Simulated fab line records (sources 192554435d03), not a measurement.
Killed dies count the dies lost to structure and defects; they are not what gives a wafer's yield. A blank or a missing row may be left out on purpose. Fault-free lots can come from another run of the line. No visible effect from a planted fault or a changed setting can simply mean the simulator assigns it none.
Matching of chambers || flow n5_finfet || 4 sister chambers for N5_BEOL_M1_DESCUM_33 on rie_diel-03
The step chemistry O2, time 7 s. 4 wafers are shown with their chamber, then 11 later ones without.

== WAFERS PAIRED WITH THEIR CHAMBERS ==
{"wafer": "L083.6", "chamber": 2, "drypump_motor_current_A (A)": 5.1}
{"wafer": "L085.1", "chamber": 1, "drypump_motor_current_A (A)": 6.3}
{"wafer": "L085.3", "chamber": 3, "drypump_motor_current_A (A)": 5.7}
{"wafer": "L091.2", "chamber": 0, "drypump_motor_current_A (A)": 6.0}

== WAFERS WHOSE CHAMBER IS MISSING ==
{"wafer": "L091.5", "drypump_motor_current_A (A)": 6.0}
{"wafer": "L091.6", "drypump_motor_current_A (A)": 5.0}
{"wafer": "L092.4", "drypump_motor_current_A (A)": 5.0}
{"wafer": "L092.5", "drypump_motor_current_A (A)": 5.7}
{"wafer": "L092.6", "drypump_motor_current_A (A)": 6.0}
{"wafer": "L094.1", "drypump_motor_current_A (A)": 5.7}
{"wafer": "L094.4", "drypump_motor_current_A (A)": 6.3}
{"wafer": "L094.5", "drypump_motor_current_A (A)": 5.0}
{"wafer": "L095.1", "drypump_motor_current_A (A)": 5.7}
{"wafer": "L095.3", "drypump_motor_current_A (A)": 5.0}
{"wafer": "L095.4", "drypump_motor_current_A (A)": 5.0}

== THE CHAMBER EACH PASSED THROUGH ==
{"wafer": "L091.5", "from the rows above": 0, "in truth": 0}
{"wafer": "L091.6", "from the rows above": 2, "in truth": 2}
{"wafer": "L092.4", "from the rows above": 2, "in truth": 2}
{"wafer": "L092.5", "from the rows above": 3, "in truth": 3}
{"wafer": "L092.6", "from the rows above": 0, "in truth": 0}
{"wafer": "L094.1", "from the rows above": 3, "in truth": 3}
{"wafer": "L094.4", "from the rows above": 1, "in truth": 1}
{"wafer": "L094.5", "from the rows above": 2, "in truth": 2}
{"wafer": "L095.1", "from the rows above": 3, "in truth": 3}
{"wafer": "L095.3", "from the rows above": 2, "in truth": 2}
{"wafer": "L095.4", "from the rows above": 2, "in truth": 2}
Correctly placed: 11 of 11. Can't be placed from these rows: 0. Wrongly placed: 0.
How it was worked out, from the rows above alone: a wafer's distance from a chamber is the root of the sum, over the readings, of the square of ((its reading less the chamber's mean) divided by the reading's scatter). If the next closest chamber is less than 2 further off than the closest, the wafer can't be placed; otherwise it belongs to the closest. The mean given for a chamber averages the wafers shown for that chamber. The scatter: with one shown wafer a chamber, the root of the mean of the squares of how far each hidden wafer lies from its nearest shown one.
